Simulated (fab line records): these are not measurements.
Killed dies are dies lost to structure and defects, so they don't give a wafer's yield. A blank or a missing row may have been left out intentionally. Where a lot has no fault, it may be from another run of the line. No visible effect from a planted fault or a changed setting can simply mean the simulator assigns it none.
Matching of chambers | flow nand-harc | NHARC_A_DECK1_JOINT_ETCHBACK_07 on rie-si-05 has 4 sister chambers
The step etches the open film in HBr, target depth 105 nm, time 26.9 s. 4 wafers are shown with their chamber, then 8 later ones without.

WAFERS PAIRED WITH THEIR CHAMBERS
wafer  | chamber | drypump-motor-current-A (A)
L085.2 | 3       | 6.3
L088.1 | 0       | 6.7
L088.3 | 2       | 5.6
L091.1 | 1       | 5.5

WAFERS WHOSE CHAMBER IS MISSING
wafer  | drypump-motor-current-A (A)
L091.4 | 5.7
L091.5 | 6.3
L092.1 | 6.3
L092.2 | 6.6
L092.4 | 6.6
L095.3 | 5.7
L095.4 | 5.5
L095.5 | 5.5

WHICH CHAMBER EACH ONE RAN IN
wafer  | from the rows above     | in truth
L091.4 | can't be placed: 2 or 1 | 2
L091.5 | 3                       | 3
L092.1 | 3                       | 3
L092.2 | 0                       | 0
L092.4 | 0                       | 0
L095.3 | can't be placed: 2 or 1 | 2
L095.4 | can't be placed: 1 or 2 | 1
L095.5 | can't be placed: 1 or 2 | 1
4 of 8 placed correctly. Cannot be placed on the basis of these rows: 4; the candidates contain the true chamber in 4. Wrongly placed: 0.
How it was worked out, from the rows above alone: a wafer's distance from a chamber is the root of the sum, over the readings, of the square of ((its reading less the chamber's mean) divided by the reading's scatter). The wafer belongs to the nearest chamber; if the next one is less than 2 further off, it can't be placed. A chamber's mean is the mean of its shown wafers. The scatter: with one shown wafer a chamber, the root of the mean of the squares of how far each hidden wafer lies from its nearest shown one.
